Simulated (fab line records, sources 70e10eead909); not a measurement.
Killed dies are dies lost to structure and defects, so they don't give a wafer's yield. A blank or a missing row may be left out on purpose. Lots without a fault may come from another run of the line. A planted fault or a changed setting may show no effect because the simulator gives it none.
A struck lot beside a sound one | flow nand_harc | 13 steps out of a route of 1302
Sound: wafers L811.2, L811.3, L811.6. Struck: wafer L826.3. (L826.1, L826.2 of the same lot were not struck and are left out.) The cause comes at the end.
At each step with rows: each side's tool, then ch and its chambers, then its first start. Under that, the readings that differ: sound wafers | struck wafers | difference of the means | sigmas: that difference in standard deviations of wafers without a fault.
alike: readings whose means differ by less than 2 such deviations, and words and numbers that are the same on both sides. not compared: withheld readings, readings that some wafer has no value for, bounds like >300 that may hide the same value, and numbers for which the record gives no deviation and whose values overlap.
The two part at a step that has a row with sigmas, a row that says differs or no value, or rows on one side only. Numbers that don't overlap but have no deviation are shown without sigmas and don't part them. A reading that every wafer of one side lacks parts them only if that side has two wafers or more.

first, 7 steps without rows for these wafers: NHARC_A_STAIRCASE_COAT_304; NHARC_A_STAIRCASE_SOFTBAKE_305 (time 170 s); NHARC_A_STAIRCASE_EBR_306; NHARC_A_STAIRCASE_EXPOSE_307 (exposes mask CHOP 50); NHARC_A_STAIRCASE_PEB_308 (peb time 130 s); NHARC_A_STAIRCASE_DEVELOP_309 (time 140 s); NHARC_A_STAIRCASE_HARDBAKE_311 (time 140 s).
NHARC_A_STAIRCASE_DESCUM_312: chemistry O2, time 3 s.
  sound on rie_diel-01 ch 1,3, day 17 18:43; struck on rie_diel-06 ch 0, day 24 05:07
  reading                         | sound          | struck | difference | sigmas
  showerhead_plenum_p_Torr (Torr) | 1.83 1.83 1.83 | 2.07   | +0.24      | +2
  alike: drypump_motor_current_A, o2_flow_sccm, oes_product_au, rf_vpp_V, throttle_valve_pct
  not compared: rf_hours_counter_h
NHARC_A_STAIRCASE_ETCH_313: etches the open film in CF4/CHF3.
  sound on rie_diel-01 ch 0,1, day 17 18:55; struck on rie_diel-06 ch 3, day 24 05:12
  reading                     | sound                | struck | difference | sigmas
  drypump_motor_current_A (A) | 6.0 6.2 6.2          | 5.0    | -1.1       | -2
  throttle_valve_pct (%)      | 16.807 16.806 16.812 | 16.791 | -0.017     | -2
  alike: cf4_flow_sccm, oes_product_au, rf_vpp_V, showerhead_plenum_p_Torr
  not compared: rf_hours_counter_h
NHARC_A_STAIRCASE_HM_OPEN_463: chemistry O2/COS.
  sound on rie_diel-01 ch 0,1,3; struck on rie_diel-06 ch 1
  reading               | sound             | struck | difference | sigmas
  oes_product_au (a.u.) | 1.013 1.016 1.012 | 0.982  | -0.032     | -3
  alike: drypump_motor_current_A, o2_flow_sccm, rf_vpp_V, showerhead_plenum_p_Torr, throttle_valve_pct
  not compared: rf_hours_counter_h
then, 1 step without rows for these wafers: NHARC_A_STAIRCASE_STRIP_464 (strips in O2/COS).
NHARC_A_STAIRCASE_ETCH_453: etches the open film in CF4/O2, target depth 30 nm, overetch 3 nm, time 16.5 s.
  sound on rie_diel-01 ch 1,3, day 17 19:34; struck on rie_diel-06 ch 1, day 24 05:39
  reading               | sound             | struck | difference | sigmas
  oes_product_au (a.u.) | 1.012 1.002 0.994 | 0.940  | -0.063     | -6
  alike: cf4_flow_sccm, drypump_motor_current_A, o2_flow_sccm, oes_ar_750_au, rf_vpp_V, showerhead_plenum_p_Torr, throttle_valve_pct
  not compared: rf_hours_counter_h
NHARC_A_STAIRCASE_ETCH_315: etches the open film in C4F8/O2/Ar, target depth 2500 nm, time 607.1 s.
  sound on rie_diel-01 ch 0,2,3; struck on rie_diel-06 ch 0
  alike: oes_product_au, rf_vpp_V
  not compared: rf_hours_counter_h

WHERE THEY PART
First at NHARC_A_STAIRCASE_DESCUM_312; last, within this record, at NHARC_A_STAIRCASE_ETCH_453. Later steps at which nothing parts them and some readings are alike: NHARC_A_STAIRCASE_ETCH_315.

WHY: what the simulator had put in
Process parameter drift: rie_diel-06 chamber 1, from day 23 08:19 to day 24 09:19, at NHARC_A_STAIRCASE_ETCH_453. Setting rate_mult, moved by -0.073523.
